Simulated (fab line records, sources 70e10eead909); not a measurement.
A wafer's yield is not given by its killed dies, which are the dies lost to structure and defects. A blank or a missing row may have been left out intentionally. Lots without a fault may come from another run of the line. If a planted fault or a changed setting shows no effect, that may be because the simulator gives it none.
Chamber matching || flow nand_harc || 4 sister chambers for NHARC_A_CONTACT_ALD_18 on ald_metal-01
The step deposits TiN, target thk 3 nm, pulse time 1 s, ald cycles 150. 14 wafers are shown with their chamber, then 7 later ones without.

== WAFERS WITH THEIR CHAMBER ==
{"wafer": "L610.1", "chamber": 1, "heater_power_w (W)": 1196, "precursor_pulse_height_rel": 1.022}
{"wafer": "L610.2", "chamber": 3, "heater_power_w (W)": 1292, "precursor_pulse_height_rel": 1.031}
{"wafer": "L610.5", "chamber": 2, "heater_power_w (W)": 1180, "precursor_pulse_height_rel": 0.988}
{"wafer": "L614.1", "chamber": 1, "heater_power_w (W)": 1257, "precursor_pulse_height_rel": 0.996}
{"wafer": "L614.2", "chamber": 3, "heater_power_w (W)": 1281, "precursor_pulse_height_rel": 0.978}
{"wafer": "L614.3", "chamber": 2, "heater_power_w (W)": 1161, "precursor_pulse_height_rel": 1.000}
{"wafer": "L624.1", "chamber": 0, "heater_power_w (W)": 1075, "precursor_pulse_height_rel": 1.014}
{"wafer": "L624.2", "chamber": 2, "heater_power_w (W)": 1162, "precursor_pulse_height_rel": 0.992}
{"wafer": "L624.6", "chamber": 0, "heater_power_w (W)": 1070, "precursor_pulse_height_rel": 1.021}
{"wafer": "L625.2", "chamber": 1, "heater_power_w (W)": 1238, "precursor_pulse_height_rel": 1.025}
{"wafer": "L625.3", "chamber": 3, "heater_power_w (W)": 1304, "precursor_pulse_height_rel": 0.986}
{"wafer": "L625.4", "chamber": 0, "heater_power_w (W)": 1078, "precursor_pulse_height_rel": 0.999}
{"wafer": "L628.1", "chamber": 0, "heater_power_w (W)": 1076, "precursor_pulse_height_rel": 1.013}
{"wafer": "L628.2", "chamber": 3, "heater_power_w (W)": 1305, "precursor_pulse_height_rel": 1.003}

SIGNATURES (means of the wafers above)
{"reading": "heater_power_w", "chamber 0": 1074.75, "chamber 1": 1230.33, "chamber 2": 1167.67, "chamber 3": 1295.50, "scatter within a chamber": 16.1}
{"reading": "precursor_pulse_height_rel", "chamber 0": 1.01175, "chamber 1": 1.01433, "chamber 2": 0.99333, "chamber 3": 0.99950, "scatter within a chamber": 0.0158}
Rule: distance of a wafer from a chamber = root of the sum over the readings of ((wafer's reading minus chamber's mean) / reading's scatter) squared. The wafer belongs to the nearest chamber; if the next one is less than 2 further off, it can't be placed. The scatter: the root of (the sum of the squares of (reading less its chamber's mean) over the shown wafers, divided by (wafers less chambers)).

== WAFERS WITHOUT THEIR CHAMBER ==
{"wafer": "L628.3", "heater_power_w (W)": 1229, "precursor_pulse_height_rel": 0.991}
{"wafer": "L627.3", "heater_power_w (W)": 1274, "precursor_pulse_height_rel": 0.978}
{"wafer": "L627.4", "heater_power_w (W)": 1077, "precursor_pulse_height_rel": 0.995}
{"wafer": "L627.5", "heater_power_w (W)": 1280, "precursor_pulse_height_rel": 0.991}
{"wafer": "L629.2", "heater_power_w (W)": 1083, "precursor_pulse_height_rel": 1.001}
{"wafer": "L629.4", "heater_power_w (W)": 1163, "precursor_pulse_height_rel": 0.989}
{"wafer": "L629.6", "heater_power_w (W)": 1088, "precursor_pulse_height_rel": 0.992}

== CHAMBER TAKEN BY EACH ==
{"wafer": "L628.3", "from the rows above": 1, "in truth": 1}
{"wafer": "L627.3", "from the rows above": "can't be placed: 3 or 1", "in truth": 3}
{"wafer": "L627.4", "from the rows above": 0, "in truth": 0}
{"wafer": "L627.5", "from the rows above": 3, "in truth": 3}
{"wafer": "L629.2", "from the rows above": 0, "in truth": 0}
{"wafer": "L629.4", "from the rows above": 2, "in truth": 2}
{"wafer": "L629.6", "from the rows above": 0, "in truth": 0}
6 of 7 placed correctly. Unplaceable from these rows: 1, with the true chamber sitting among the candidates in 1. Placed wrongly: 0.
